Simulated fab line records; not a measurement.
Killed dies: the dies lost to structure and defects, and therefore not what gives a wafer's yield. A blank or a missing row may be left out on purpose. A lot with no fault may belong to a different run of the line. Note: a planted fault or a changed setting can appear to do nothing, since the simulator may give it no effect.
fab line records	flow n5_finfet
[record] lots = 7	wafers = 21
route steps=1938 shown SDB@353 HKMG_FIN@403 GATE_CUT@510 MOL_CONTACT_COAG@562 BEOL_M0@715 BEOL_M1@758
start_h: start of the lot's first displayed wafer, in hours after the record's first day	wait_h: how many hours have passed since the lot's step before this one	" repeats the value in the row above	L1.1+2: a row that stands for several wafers	- no value, or no start given	* or withheld: withheld	< > ~ a bound
route shown NAME@n: NAME is a module with steps in the file, n the number in the route of the first one	usual: mean/standard deviation taken from wafers without a fault	same: alike in all rows	chamber/n: place in a boat	sites: per-site readings	_std_site: the values' standard deviation	_edge_site: the outer-site mean with the inner-site mean subtracted	radius_mm: for every site, how far away it sits from the centre of the wafer	mask NAME#n: copy n	behind: tool/chamber where the wafer was last shaped	hold: why the lot went on hold/how many hours it stayed there/how the hold came to an end	device: the n, p or np transistor that did not switch	end of line: the route-end tests of the same wafers	a step without rows: its recipe alone	killed: not the wafer's yield, but the dies lost to structure and defects at the first sort	map: a wafer's dies, marking killed ones x, the rest . and places with no die _
set.NAME: the setting that was run; set.NAME@STEP: the one run at that earlier step	model.NAME: the simulator's own value behind a step, which no gauge read
one table per step and one row per wafer, for lots whose settings were changed on purpose
[[steps]]
[step N5_SDB_EXPOSE_08]
[recipe] mask_id = SDB	na = 1.35	source_shape = conventional	sigma_outer = 0.5	polarization = unpolarized	dose_mj = 49.6
lot.wafer	tool	chamber	start_h	wait_h	mask	set.dose_mj
L076.1+4	arfi_scanner-03	0	82.67	-	SDB#0	49.6
L076.2	"	0	"	"	SDB#0	46.14
L078.2+3+5	arfi_scanner-01	0	91.39	-	SDB#0	49.6
L085.4+5	arfi_scanner-03	0	133.09	-	SDB#0	49.6
L085.6	"	0	"	"	SDB#0	50.89
L086.1+3+6	arfi_scanner-02	0	138.95	-	SDB#0	49.6
L092.1+2+5	arfi_scanner-02	0	174.25	-	SDB#0	49.6
L093.2+4	arfi_scanner-02	0	181.21	-	SDB#0	49.6
L093.6	"	0	"	"	SDB#0	47.36
L096.2+3	arfi_scanner-01	0	198.34	-	SDB#0	49.6
L096.4	"	0	"	"	SDB#0	48.34
[step N5_SDB_PEB_09]
[recipe] peb_temp_c = withheld	peb_time_s = 60	resist = CAR-ArF
[step N5_SDB_DEVELOP_10]
[recipe] develop_time_s = 30	developer = TMAH	resist = CAR-ArF	rinse_liquid = diw	dry = air_spin	dev_temp_c = 23
[step N5_SDB_CD_MEAS_11]
[recipe] target_cd_nm = 50	landing_energy_ev = 500	detector = se_inlens	polarity = opening
[usual] cd_nm = 50.8/0.88
lot.wafer	tool	chamber	start_h	wait_h	set.dose_mj@SDB_EXPOSE_08	cd_nm
L076.1	cd_sem-02	0	82.80	-	49.6	51.9
L076.2	"	0	"	"	46.14	42.2
L076.4	"	0	"	"	49.6	51.6
L078.2	cd_sem-01	0	91.51	-	49.6	50.9
L078.3	"	0	"	"	49.6	51.0
L078.5	"	0	"	"	49.6	50.5
L085.4	cd_sem-03	0	133.20	-	49.6	50.5
L085.5	"	0	"	"	49.6	50.3
L085.6	"	0	"	"	50.89	54.7
L086.1	cd_sem-02	0	139.07	-	49.6	49.8
L086.3	"	0	"	"	49.6	50.7
L086.6	"	0	"	"	49.6	50.0
L092.1	cd_sem-03	0	174.38	-	49.6	51.6
L092.2	"	0	"	"	49.6	51.7
L092.5	"	0	"	"	49.6	51.7
L093.2	cd_sem-03	0	181.33	-	49.6	50.4
L093.4	"	0	"	"	49.6	50.5
L093.6	"	0	"	"	47.36	44.2
L096.2	cd_sem-03	0	198.46	-	49.6	49.4
L096.3	"	0	"	"	49.6	49.8
L096.4	"	0	"	"	48.34	48.0
[step N5_SDB_DESCUM_16]
[recipe] chemistry = O2	time_s = 7.9	source_power_w = 50	bias_power_w = 20	pressure_mtorr = 20	rf_frequency_hz = 2.712e+07	temp_c = 40	resist = CAR-ArF	o2_flow_sccm = 225
[step N5_SDB_ETCH_17]
[recipe] chemistry = CF4	target = SiARC	target_depth_a = 234	mask_material = CAR-ArF	time_s = 39	ion_energy_ev = 80	pressure_mtorr = 40	source_w = 545	bias_w = 36	Ar_flow_sccm = 100	cf4_flow_sccm = 100	ends = cleared
[step N5_SDB_ETCH_18]
[recipe] chemistry = N2/H2	target = SOC	target_depth_a = 1000	overetch_a = 200	mask_material = SiARC	temp_c = 40	time_s = 150	ion_energy_ev = 200	pressure_mtorr = 30	source_w = 840	bias_w = 150	n2_flow_sccm = 200	h2_flow_sccm = 200
lot.wafer	tool	chamber	start_h	wait_h	set.spin_rpm@SDB_COAT_03	model.etch.depth_nm
L076.1	rie_diel-06	2	82.96	0.0	1500	100.5
L076.2	"	1	"	"	1577	97.95
L076.4	"	0	"	"	1577	97.94
L078.2	rie_diel-05	1	91.67	0.0	1500	100.3
L078.3+5	"	3,2	"	"	1500	100.2
L085.4	rie_diel-05	1	133.77	0.0	1500	100.3
L085.5	"	1	"	"	1500	100.2
L085.6	"	2	"	"	1500	99.86
L086.1	rie_diel-02	2	139.26	0.0	1500	99.62
L086.3	"	3	"	"	1500	99.85
L086.6	"	1	"	"	1431	102
L092.1+5	rie_diel-05	3	174.75	0.0	1500	100.5
L092.2	"	2	"	"	1500	100.7
L093.2	rie_diel-05	2	181.72	0.0	1500	100.1
L093.4	"	2	"	"	1388	104.1
L093.6	"	3	"	"	1388	103.9
L096.2	rie_diel-05	2	198.84	0.0	1416	102.5
L096.3	"	3	"	"	1416	102.4
L096.4	"	1	"	"	1416	102.6
[step N5_SDB_STRIP_19]
[recipe] chemistry = N2/H2	temp_c = 40	n2_flow_sccm = 200	h2_flow_sccm = 200	rf_frequency_hz = 6e+07
[step N5_SDB_STRIP_21]
[recipe] chemistry = CF4	resist = SiARC	power_w = 300	bias_power_w = 75	pressure_mtorr = 50	cf4_flow_sccm = 150	rf_frequency_hz = 6e+07
[step N5_SDB_HM_OPEN_20]
[recipe] chemistry = CH3F/O2	target = SiNx	mask_material = SOC	target_depth_a = 240	stop_on = poly-Si	over_etch_frac = 0.4	ion_energy_ev = 120	pressure_mtorr = 30	source_w = 395	bias_w = 73	Ar_flow_sccm = 150	CH3F_flow_sccm = 30	O2_flow_sccm = 20
lot.wafer	tool	chamber	start_h	wait_h	set.spin_rpm@SDB_COAT_03	model.SOC_of_SDB_COAT_03.thk_nm
L076.1	rie_diel-06	2	83.12	0.0	1500	85
L076.2	"	1	"	"	1577	82.2
L076.4	"	0	"	"	1577	81.6
L078.2	rie_diel-05	1	91.83	0.0	1500	83.8
L078.3	"	3	"	"	1500	84.4
L078.5	"	2	"	"	1500	84
L085.4	rie_diel-05	1	133.93	0.0	1500	84
L085.5+6	"	1,2	"	"	1500	83.8
L086.1	rie_diel-02	2	139.42	0.0	1500	83.4
L086.3	"	3	"	"	1500	83.8
L086.6	"	1	"	"	1431	86
L092.1	rie_diel-05	3	174.91	0.0	1500	85.2
L092.2	"	2	"	"	1500	84.6
L092.5	"	3	"	"	1500	85
L093.2	rie_diel-05	2	181.88	0.0	1500	84
L093.4	"	2	"	"	1388	88.2
L093.6	"	3	"	"	1388	88.4
L096.2	rie_diel-05	2	199.00	0.0	1416	86.4
L096.3	"	3	"	"	1416	86.8
L096.4	"	1	"	"	1416	86.2
[step N5_SDB_STRIP_22]
[recipe] chemistry = N2/H2	power_w = 1000	temp_c = 250	h2_frac = 0.65	overash_fraction = 0.3	pressure_mtorr = withheld	n2_flow_sccm = 1750	h2_flow_sccm = 3250
[usual] strip_time_to_endpoint_s = 96.2/0.45
lot.wafer	tool	chamber	start_h	wait_h	set.spin_rpm@SDB_COAT_03	strip_time_to_endpoint_s
L076.1	plasma_asher-01	1	83.20	0.1	1500	97.1
L076.2	"	0	"	"	1577	94.6
L076.4	"	1	"	"	1577	94.0
L078.2	plasma_asher-01	0	91.91	0.1	1500	96.1
L078.3	"	1	"	"	1500	96.7
L078.5	"	1	"	"	1500	96.3
L085.4	plasma_asher-02	1	134.05	0.1	1500	96.1
L085.5	"	0	"	"	1500	96.0
L085.6	"	1	"	"	1500	96.1
L086.1	plasma_asher-02	0	139.50	0.1	1500	95.7
L086.3	"	1	"	"	1500	96.0
L086.6	"	1	"	"	1431	98.1
L092.1	plasma_asher-02	0	174.99	0.1	1500	97.3
L092.2	"	1	"	"	1500	96.8
L092.5	"	1	"	"	1500	97.2
L093.2	plasma_asher-01	0	181.96	0.1	1500	96.2
L093.4	"	1	"	"	1388	100.2
L093.6	"	1	"	"	1388	100.3
L096.2	plasma_asher-02	0	199.51	0.5	1416	98.5
L096.3	"	1	"	"	1416	98.8
L096.4	"	0	"	"	1416	98.3
[step N5_HKMG_FIN_ETCH_55]
[recipe] chemistry = N2/H2	target = SOC	target_depth_a = 2400	temp_c = 40	time_s = 300	ion_energy_ev = 200	mask_material = SiARC	pressure_mtorr = 30	source_w = 840	bias_w = 150	n2_flow_sccm = 200	h2_flow_sccm = 200
lot.wafer	tool	chamber	start_h	wait_h	set.time_s	model.HKMG_FIN.feature_depth_nm	model.etch.depth_nm	model.SiARC_of_HKMG_FIN_COAT_42.thk_nm
L076.1	rie_diel-02	2	88.56	0.0	300	242.4	242.5	21.4
L076.2	"	3	"	"	280.6	224.6	224.5	21.8
L076.4	"	0	"	"	280.6	229.2	229.3	21.8
L078.2	rie_diel-05	1	97.79	0.0	300	244.8	244.9	20.8
L078.3	"	3	"	"	300	230.2	230.3	22.2
L078.5	"	2	"	"	300	239.6	239.7	20.8
L085.4	rie_diel-05	0	140.20	0.0	300	237.8	237.9	21.6
L085.5	"	3	"	"	300	225.6	225.6	22.2
L085.6	"	0	"	"	300	234.4	234.3	22
L086.1	rie_diel-02	0	145.21	0.0	300	248.8	248.9	20.6
L086.3	"	3	"	"	241.2	196.2	196.2	23.6
L086.6	"	1	"	"	241.2	193.6	193.6	23.8
L092.1	rie_diel-06	0	180.84	0.0	300	248.4	248.5	20.8
L092.2	"	1	"	"	300	246.4	246.5	20.8
L092.5	"	2	"	"	300	246.6	246.7	21.2
L093.2	rie_diel-05	2	187.40	0.0	300	241.2	241.3	20.8
L093.4	"	3	"	"	276.5	208.2	208.2	23.2
L093.6	"	0	"	"	276.5	220.6	220.6	22.6
L096.2	rie_diel-02	0	204.81	0.0	348.8	292	292.1	18.2
L096.3	"	1	"	"	300	237.4	237.4	21.4
L096.4	"	2	"	"	300	243.6	243.7	21.6
[step N5_GATE_CUT_ALD_22]
[recipe] material = SiNx	target_thk_a = 160	temp_c = 400	ald_precursor_family = SiH2I2	ald_co_reactant = N2/H2-plasma	pulse_time_s = 1	ald_cycles = 320	purge_time_s = 2	co_reactant_purge_time_s = 2	pressure_torr = 2
lot.wafer	tool	chamber	start_h	wait_h	set.ald_cycles	model.SiNx_of_GATE_CUT_ALD_22.thk_nm
L076.1	ald_sin-04	1	102.00	0.9	358	18
L076.2	"	3	"	"	358	17.8
L076.4	"	2	"	"	320	16
L078.2+3+5	ald_sin-03	0,3,1	110.30	0.0	320	16
L085.4+6	ald_sin-03	2,3	152.94	0.2	320	16
L085.5	"	2	"	"	320	15.8
L086.1+3+6	ald_sin-03	1,0,2	157.84	0.0	320	16
L092.1	ald_sin-03	2	194.80	0.0	334	16.6
L092.2+5	"	1	"	"	320	15.8
L093.2+6	ald_sin-02	2	200.41	0.0	286	14.4
L093.4	"	3	"	"	320	16
L096.2	ald_sin-03	3	217.56	0.0	320	16
L096.3	"	0	"	"	296	14.8
L096.4	"	2	"	"	296	14.6
[step N5_MOL_CONTACT_COAG_ALD_123]
[recipe] material = SiNx	target_thk_a = 50	temp_c = 400	ald_precursor_family = SiH2I2	ald_co_reactant = N2/H2-plasma	pulse_time_s = 1	purge_time_s = 2	co_reactant_purge_time_s = 2	ald_cycles = 100	pressure_torr = 2
lot.wafer	tool	chamber	start_h	wait_h	set.ald_cycles	model.SiNx_of_MOL_CONTACT_COAG_ALD_123.thk_nm
L076.1+4	ald_sin-01	0,1	114.57	0.3	100	5
L076.2	"	3	"	"	112	5.6
L078.2+3+5	ald_sin-03	0,3,2	121.67	0.0	100	5
L085.4+6	ald_sin-03	1,3	165.39	0.0	100	5
L085.5	"	2	"	"	113	5.6
L086.1+3+6	ald_sin-01	2,1,0	169.36	0.0	100	5
L092.1+2	ald_sin-04	3,2	206.56	0.1	108	5.4
L092.5	"	3	"	"	100	5
L093.2+6	ald_sin-01	3,2	210.99	0.0	100	5
L093.4	"	0	"	"	111	5.6
L096.2+4	ald_sin-01	2,0	228.37	0.0	100	5
L096.3	"	1	"	"	109	5.4
[step N5_MOL_CONTACT_COAG_ETCH_67]
[recipe] chemistry = N2/H2	target = SOC	target_depth_a = 600	overetch_a = 210	mask_material = SiARC	temp_c = 40	time_s = 101.2	ion_energy_ev = 200	pressure_mtorr = 30	source_w = 840	bias_w = 150	n2_flow_sccm = 200	h2_flow_sccm = 200
[usual] rf_vpp_V = 522.8/2.3
lot.wafer	tool	chamber	start_h	wait_h	set.source_w	rf_vpp_V
L076.1	rie_diel-05	1	117.58	0.0	971.1	497.3
L076.2	"	0	"	"	840	521.5
L076.4	"	3	"	"	840	522.5
L078.2	rie_diel-06	2	124.60	0.0	840	522.0
L078.3	"	1	"	"	840	519.7
L078.5	"	1	"	"	840	520.1
L085.4	rie_diel-02	2	169.15	0.0	840	521.7
L085.5	"	0	"	"	769.3	537.8
L085.6	"	3	"	"	840	523.1
L086.1	rie_diel-05	3	172.07	0.0	918.2	506.9
L086.3	"	2	"	"	840	523.8
L086.6	"	3	"	"	918.2	507.6
L092.1	rie_diel-06	3	209.87	0.0	721.2	553.3
L092.2	"	0	"	"	840	520.9
L092.5	"	3	"	"	840	526.2
L093.2	rie_diel-02	1	213.79	0.0	965.2	499.1
L093.4	"	3	"	"	965.2	500.2
L093.6	"	1	"	"	840	521.9
L096.2	rie_diel-02	1	231.28	0.0	840	522.7
L096.3	"	3	"	"	840	523.6
L096.4	"	2	"	"	975.9	495.5
[step N5_MOL_CONTACT_COAG_STRIP_68]
[recipe] chemistry = N2/H2	temp_c = 40	n2_flow_sccm = 200	h2_flow_sccm = 200	rf_frequency_hz = 6e+07
[step N5_MOL_CONTACT_COAG_STRIP_69]
[recipe] chemistry = N2/H2	temp_c = 40	n2_flow_sccm = 200	h2_flow_sccm = 200	rf_frequency_hz = 6e+07
[step N5_MOL_CONTACT_COAG_STRIP_120]
[recipe] chemistry = CHF3	resist = SiARC	rf_frequency_hz = 6e+07
[step N5_MOL_CONTACT_COAG_VIA_ETCH_117]
[recipe] chemistry = C4F6/O2	target_depth_a = 400	overetch_a = 80	mask_material = SOC	target = SiO2	bias_w = 455	pressure_mtorr = 10	time_s = 26	source_w = 325	Ar_flow_sccm = 300	C4F6_flow_sccm = 10	O2_flow_sccm = 10	ion_energy_ev = 575.3	ends = end_point
[step N5_MOL_CONTACT_COAG_ETCH_124]
[recipe] chemistry = CH3F/O2	target = SiNx	target_depth_a = 65	mask_material = SOC	stop_on = SiOC	over_etch_frac = 0.3	ion_energy_ev = 120	pressure_mtorr = 30	source_w = 395	bias_w = 73	Ar_flow_sccm = 150	CH3F_flow_sccm = 30	O2_flow_sccm = 20	ends = end_point
lot.wafer	tool	chamber	start_h	wait_h	set.ald_cycles@MOL_CONTACT_COAG_ALD_123	model.etch.depth_nm
L076.1	rie_diel-05	1	117.73	0.0	100	5.018
L076.2	"	0	"	"	112	5.617
L076.4	"	3	"	"	100	5.052
L078.2	rie_diel-06	2	124.75	0.0	100	5.013
L078.3	"	1	"	"	100	4.988
L078.5	"	1	"	"	100	4.986
L085.4	rie_diel-02	2	169.30	0.0	100	4.982
L085.5	"	0	"	"	113	5.612
L085.6	"	3	"	"	100	4.997
L086.1	rie_diel-05	3	172.22	0.0	100	5.017
L086.3	"	2	"	"	100	5.044
L086.6	"	3	"	"	100	5.01
L092.1	rie_diel-06	3	210.03	0.0	108	5.378
L092.2	"	0	"	"	108	5.397
L092.5	"	3	"	"	100	4.983
L093.2	rie_diel-02	1	213.94	0.0	100	5.067
L093.4	"	3	"	"	111	5.565
L093.6	"	1	"	"	100	5.051
L096.2	rie_diel-02	1	231.43	0.0	100	5.026
L096.3	"	3	"	"	109	5.46
L096.4	"	2	"	"	100	5.002
[step N5_BEOL_M0_ETCH_138]
[recipe] chemistry = CH3F/O2	target_depth_a = 120	target = SiCN	time_s = 31.6	ion_energy_ev = 120	pressure_mtorr = 30	source_w = 395	bias_w = 75	Ar_flow_sccm = 150	CH3F_flow_sccm = 30	O2_flow_sccm = 20	ends = cleared
[usual] rf_vpp_V = 296.7/1.4
lot.wafer	tool	chamber	start_h	wait_h	set.bias_w	rf_vpp_V
L076.1	rie_diel-02	3	129.50	0.0	88.15	328.3
L076.2	"	2	"	"	88.15	328.4
L076.4	"	2	"	"	75	296.4
L078.2	rie_diel-05	3	136.95	0.0	75	298.3
L078.3	"	0	"	"	75	296.5
L078.5	"	3	"	"	75	295.8
L085.4	rie_diel-02	3	181.97	0.0	82.12	313.8
L085.5	"	2	"	"	75	295.9
L085.6	"	3	"	"	75	296.9
L086.1	rie_diel-02	1	184.58	0.0	75	297.7
L086.3	"	0	"	"	64.93	270.7
L086.6	"	0	"	"	64.93	270.1
L092.1	rie_diel-02	1	221.37	0.0	75	295.4
L092.2	"	2	"	"	75	296.7
L092.5	"	0	"	"	75	296.7
L093.2	rie_diel-05	0	226.14	0.0	64.09	266.6
L093.4	"	1	"	"	75	295.9
L093.6	"	2	"	"	64.09	269.1
L096.2	rie_diel-06	2	244.78	0.0	75	297.7
L096.3	"	0	"	"	82.45	313.2
L096.4	"	1	"	"	82.45	318.6
[step N5_BEOL_M0_TRENCH_ETCH_107]
[recipe] chemistry = C4F6/O2	target_depth_a = 328	target = SiOC	time_s = 16.4	ion_energy_ev = 250	pressure_mtorr = 30	source_w = 355	bias_w = 185	Ar_flow_sccm = 300	C4F6_flow_sccm = 10	O2_flow_sccm = 10
lot.wafer	tool	chamber	start_h	wait_h	set.target_depth_a	model.BEOL_M0.feature_depth_nm
L076.1	rie_diel-02	1	131.12	0.0	328	33.2
L076.2	"	3	"	"	313.3	31.8
L076.4	"	2	"	"	313.3	32.2
L078.2	rie_diel-06	1	137.77	0.0	328	32.8
L078.3+5	"	0,2	"	"	328	33.8
L085.4	rie_diel-06	1	184.05	0.0	328	32.8
L085.5+6	"	2,1	"	"	328	33.4
L086.1	rie_diel-06	1	188.27	0.0	328	33.2
L086.3	"	2	"	"	328	33
L086.6	"	2	"	"	305	31.2
L092.1	rie_diel-05	1	223.14	0.0	312.7	31.6
L092.2	"	3	"	"	312.7	29.8
L092.5	"	0	"	"	312.7	31
L093.2	rie_diel-05	1	228.09	0.0	328	34
L093.4	"	2	"	"	328	32.4
L093.6	"	3	"	"	291.4	28
L096.2	rie_diel-06	2	245.61	0.0	343.3	35.4
L096.3	"	1	"	"	328	33
L096.4	"	0	"	"	343.3	34.6
[step N5_BEOL_M1_COAT_05]
[recipe] resist = CAR-EUV	spin_rpm = 1500	resist_thk_nm = 30
lot.wafer	tool	chamber	start_h	wait_h	set.spin_rpm	model.CAR-EUV_of_BEOL_M1_COAT_05.thk_nm
L076.1	litho_track-01	0	-	-	1613	28.8
L076.2+4	"	0	"	"	1613	29
L078.2+3+5	litho_track-01	0	-	-	1500	30
L085.4	litho_track-04	0	-	-	1500	30
L085.5+6	"	0	"	"	1643	28.6
L086.1+6	litho_track-01	0	-	-	1500	30
L086.3	"	0	"	"	1663	28.4
L092.1+5	litho_track-02	0	-	-	1365	31.4
L092.2	"	0	"	"	1500	30
L093.2	litho_track-04	0	-	-	1653	28.6
L093.4+6	"	0	"	"	1500	29.8
L096.2	litho_track-02	0	-	-	1500	30.2
L096.3	"	0	"	"	1581	29.4
L096.4	"	0	"	"	1500	30
[step N5_BEOL_M1_EBR_07]
[recipe] solvent = PGMEA	ebr_width_mm = 1.5
[step N5_BEOL_M1_SOFTBAKE_06]
[recipe] temp_c = 110	time_s = 60	resist = CAR-EUV
[step N5_BEOL_M1_EXPOSE_08]
[recipe] mask_id = M1	na = 0.33	source_shape = dipole	sigma_inner = 0.369	sigma_outer = 0.767	polarization = unpolarized	dose_mj = 33
[step N5_BEOL_M1_PEB_09]
[recipe] peb_temp_c = 100	peb_time_s = 60	resist = CAR-EUV
[step N5_BEOL_M1_DEVELOP_10]
[recipe] develop_time_s = 30	developer = TMAH	resist = CAR-EUV	rinse_liquid = surfactant_rinse	dry = air_spin	dev_temp_c = 23
lot.wafer	tool	chamber	start_h	wait_h	set.spin_rpm@BEOL_M1_COAT_05	model.CAR-EUV_of_BEOL_M1_COAT_05.thk_nm
L076.1+2+4	litho_track-01	0	-	-	1613	28.4
L078.2+5	litho_track-02	0	-	-	1500	29.4
L078.3	"	0	"	"	1500	29.6
L085.4	litho_track-01	0	-	-	1500	29.6
L085.5+6	"	0	"	"	1643	28.2
L086.1+6	litho_track-02	0	-	-	1500	29.6
L086.3	"	0	"	"	1663	28
L092.1+5	litho_track-01	0	-	-	1365	31
L092.2	"	0	"	"	1500	29.6
L093.2	litho_track-04	0	-	-	1653	28
L093.4+6	"	0	"	"	1500	29.4
L096.2	litho_track-01	0	-	-	1500	29.8
L096.3	"	0	"	"	1581	28.8
L096.4	"	0	"	"	1500	29.6
[[key]]
[split] step = N5_SDB_EXPOSE_08	setting = dose_mj	stated = 49.6	by = wafer
[response] step = N5_SDB_CD_MEAS_11	reading = cd_nm	change = +1.33	per = 1%	r = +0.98
[split] step = N5_HKMG_FIN_ETCH_55	setting = time_s	stated = 300	by = wafer
[response] step = N5_HKMG_FIN_ETCH_55	reading = model.HKMG_FIN.feature_depth_nm	change = +2.93	per = 1%	r = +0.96
[response] step = N5_HKMG_FIN_ETCH_55	reading = model.etch.depth_nm	change = +2.94	per = 1%	r = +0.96
[response] step = N5_HKMG_FIN_ETCH_55	reading = model.SiARC_of_HKMG_FIN_COAT_42.thk_nm	change = -0.178	per = 1%	r = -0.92
[split] step = N5_GATE_CUT_ALD_22	setting = ald_cycles	stated = 320	by = wafer
[response] step = N5_GATE_CUT_ALD_22	reading = model.SiNx_of_GATE_CUT_ALD_22.thk_nm	change = +0.16	per = 1%	r = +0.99
[split] step = N5_MOL_CONTACT_COAG_ALD_123	setting = ald_cycles	stated = 100	by = wafer
[response] step = N5_MOL_CONTACT_COAG_ALD_123	reading = model.SiNx_of_MOL_CONTACT_COAG_ALD_123.thk_nm	change = +0.0491	per = 1%	r = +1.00
[response] step = N5_MOL_CONTACT_COAG_ETCH_124	reading = model.etch.depth_nm	change = +0.0482	per = 1%	r = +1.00
[split] step = N5_MOL_CONTACT_COAG_ETCH_67	setting = source_w	stated = 840	by = wafer
[response] step = N5_MOL_CONTACT_COAG_ETCH_67	reading = rf_vpp_V	change = -1.72	per = 1%	r = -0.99
[split] step = N5_BEOL_M0_ETCH_138	setting = bias_w	stated = 75	by = wafer
[response] step = N5_BEOL_M0_ETCH_138	reading = rf_vpp_V	change = +1.89	per = 1%	r = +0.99
[split] step = N5_BEOL_M0_TRENCH_ETCH_107	setting = target_depth_a	stated = 328	by = wafer
[response] step = N5_BEOL_M0_TRENCH_ETCH_107	reading = model.BEOL_M0.feature_depth_nm	change = +0.399	per = 1%	r = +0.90
[split] step = N5_BEOL_M1_COAT_05	setting = spin_rpm	stated = 1500	by = wafer
[response] step = N5_BEOL_M1_COAT_05	reading = model.CAR-EUV_of_BEOL_M1_COAT_05.thk_nm	change = -0.14	per = 1%	r = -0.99
[response] step = N5_BEOL_M1_DEVELOP_10	reading = model.CAR-EUV_of_BEOL_M1_COAT_05.thk_nm	change = -0.148	per = 1%	r = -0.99
split outside_this_file step=N5_SDB_COAT_03 setting=spin_rpm
// split outside_this_file: this setting was split too, and the file shows its column; the key of that split is in another file
